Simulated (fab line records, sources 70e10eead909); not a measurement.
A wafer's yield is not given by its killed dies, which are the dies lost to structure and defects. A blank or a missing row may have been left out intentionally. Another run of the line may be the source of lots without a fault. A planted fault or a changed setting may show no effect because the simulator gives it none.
Chamber matching	flow nand harc	NHARC_P_M1_CMP_23 on cmp-01: 4 sister chambers
The step polishes, t overpolish 20 s, target thk 157.82 nm. 4 wafers are shown with their chamber, then 10 later ones without.

== WAFERS, EACH WITH ITS CHAMBER ==
wafer	chamber	motor current A (A)
L087.2	0	11.9
L087.4	3	11.6
L088.1	2	13.3
L088.5	1	11.6

== WAFERS MISSING THEIR CHAMBER ==
wafer	motor current A (A)
L088.6	12.0
L090.3	11.5
L090.4	13.3
L090.6	11.2
L092.3	11.2
L092.4	12.3
L092.5	11.4
L095.2	11.2
L095.5	13.4
L095.6	11.0

== EACH ONE'S CHAMBER ==
wafer	from the rows above	in truth
L088.6	can't be placed: 0 or 1 or 3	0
L090.3	can't be placed: 1 or 3 or 0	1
L090.4	2	2
L090.6	can't be placed: 1 or 3 or 0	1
L092.3	can't be placed: 1 or 3 or 0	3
L092.4	can't be placed: 0 or 1 or 3 or 2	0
L092.5	can't be placed: 1 or 3 or 0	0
L095.2	can't be placed: 1 or 3 or 0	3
L095.5	2	2
L095.6	can't be placed: 1 or 3 or 0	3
Correctly placed: 2 of 10. These rows do not allow placing 8 (true chamber among the candidates in 8). Placed wrongly: 0.
How it was worked out, from the rows above alone: a wafer's distance from a chamber is the root of the sum, over the readings, of the square of ((its reading less the chamber's mean) divided by the reading's scatter). The wafer belongs to the nearest chamber; if the next one is less than 2 further off, it can't be placed. A chamber's mean is the mean of its shown wafers. The scatter: root of mean squared gap, hidden wafer to nearest shown wafer, with one shown wafer a chamber.
